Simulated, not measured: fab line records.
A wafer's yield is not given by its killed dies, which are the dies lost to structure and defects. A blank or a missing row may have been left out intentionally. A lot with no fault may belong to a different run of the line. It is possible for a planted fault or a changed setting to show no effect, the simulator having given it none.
Which of the tools did it?	flow nand-harc	14 lots (42 wafers sampled), 1 step of a 1302-step route

WHAT THE GAUGES READ, wafer by wafer
NHARC_A_BLC_INSPECT_28.
lot	measured	on	raw-defect-count
L860	day 22 14:00	defect-inspect-01	768 518 617
L863	day 23 05:37	defect-inspect-01	732 674 431
L862	day 23 08:56	defect-inspect-01	865 780 1066
L861	day 23 13:40	defect-inspect-01	478 667 515
L864	day 24 04:42	defect-inspect-01	509 829 575
L865	day 24 06:12	defect-inspect-01	937 647 742
L870	day 26 18:56	defect-inspect-01	848 571 944
L872	day 27 21:18	defect-inspect-02	402 318 338
L873	day 28 01:35	defect-inspect-02	892 789 659
L875	day 28 22:19	defect-inspect-01	596 578 511
L880	day 30 18:04	defect-inspect-02	647 543 481
L881	day 31 02:49	defect-inspect-01	519 551 598
L883	day 32 09:25	defect-inspect-01	486 782 451
L882	day 32 10:17	defect-inspect-01	692 508 494

TOOL THAT RAN EACH LOT (tool first, then ch and the chambers of the sampled wafers, then the start)
The record holds no process step before these readings.

WHAT THE TOOLS THEMSELVES READ (means of the sampled wafers that have a number; where no wafer has one, the mark that the record gives instead)
The record holds no such reading with a usual standard deviation.

THE ANSWER, worked out from the rows above alone
Rule: what is usual is taken from the lots themselves. Put in order of their means at a reading, lots are off if they are a third of the lots or fewer, leave a main group of 4 or more, and stand apart from it by a gap of 3 or more times the standard deviation of the main group's means; of several such gaps the widest counts. The tables above print the reading to a certain number of digits; a main group whose means all agree to those digits is not used. A lot without any number at a reading at which 4 lots or more have one is off too. All remaining lots with rows at the step are treated as sound. After the gauges, taken in route order, come the tools' own readings; for these a lot's mean is taken, as printed above. At the first step where some lot is off, the reading lying furthest off is the one used; lots without a number count as furthest.
Across all readings shown, no lot is off: no conclusion can be drawn from this.

WHAT THE SIMULATOR PUT IN
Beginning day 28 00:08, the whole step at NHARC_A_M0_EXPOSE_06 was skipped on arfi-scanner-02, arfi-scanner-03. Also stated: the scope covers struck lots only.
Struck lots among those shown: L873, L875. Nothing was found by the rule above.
